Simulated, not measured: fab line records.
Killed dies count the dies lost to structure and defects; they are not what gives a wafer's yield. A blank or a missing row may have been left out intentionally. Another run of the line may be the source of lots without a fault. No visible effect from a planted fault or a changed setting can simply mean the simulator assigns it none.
Matching of chambers :: flow n5_finfet :: N5_STI_FIN_REVEAL_ALD_00 on ald_sin-03 has 4 sister chambers
The step deposits SiO2, target thk 1 nm, pulse time 1 s. 4 wafers are shown with their chamber, then 10 later ones without.

## WAFERS PAIRED WITH THEIR CHAMBERS
wafer: L088.2
chamber: 3
heater_power_w (W): 552

wafer: L088.3
chamber: 1
heater_power_w (W): 477

wafer: L088.4
chamber: 0
heater_power_w (W): 427

wafer: L088.5
chamber: 2
heater_power_w (W): 473

## WAFERS WHOSE CHAMBER IS MISSING
wafer: L088.6
heater_power_w (W): 477

wafer: L093.2
heater_power_w (W): 426

wafer: L093.4
heater_power_w (W): 490

wafer: L093.6
heater_power_w (W): 485

wafer: L095.2
heater_power_w (W): 478

wafer: L095.4
heater_power_w (W): 486

wafer: L095.6
heater_power_w (W): 483

wafer: L097.2
heater_power_w (W): 479

wafer: L097.3
heater_power_w (W): 557

wafer: L097.5
heater_power_w (W): 427

## WHICH CHAMBER EACH ONE RAN IN
wafer: L088.6
from the rows above: can't be placed: 1 or 2
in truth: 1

wafer: L093.2
from the rows above: 0
in truth: 0

wafer: L093.4
from the rows above: can't be placed: 1 or 2
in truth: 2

wafer: L093.6
from the rows above: can't be placed: 1 or 2
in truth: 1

wafer: L095.2
from the rows above: can't be placed: 1 or 2
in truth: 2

wafer: L095.4
from the rows above: can't be placed: 1 or 2
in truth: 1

wafer: L095.6
from the rows above: can't be placed: 1 or 2
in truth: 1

wafer: L097.2
from the rows above: can't be placed: 1 or 2
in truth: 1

wafer: L097.3
from the rows above: 3
in truth: 3

wafer: L097.5
from the rows above: 0
in truth: 0
Correctly placed: 3 of 10. Not placeable from these rows: 7 (in 7, the candidates include the true chamber). Number placed wrongly: 0.
How it was worked out, from the rows above alone: a wafer's distance from a chamber is the root of the sum, over the readings, of the square of ((its reading less the chamber's mean) divided by the reading's scatter). The wafer belongs to the nearest chamber; if the next one is less than 2 further off, it can't be placed. A chamber's mean is the mean of its shown wafers. The scatter: with one shown wafer a chamber, the root of the mean of the squares of how far each hidden wafer lies from its nearest shown one.
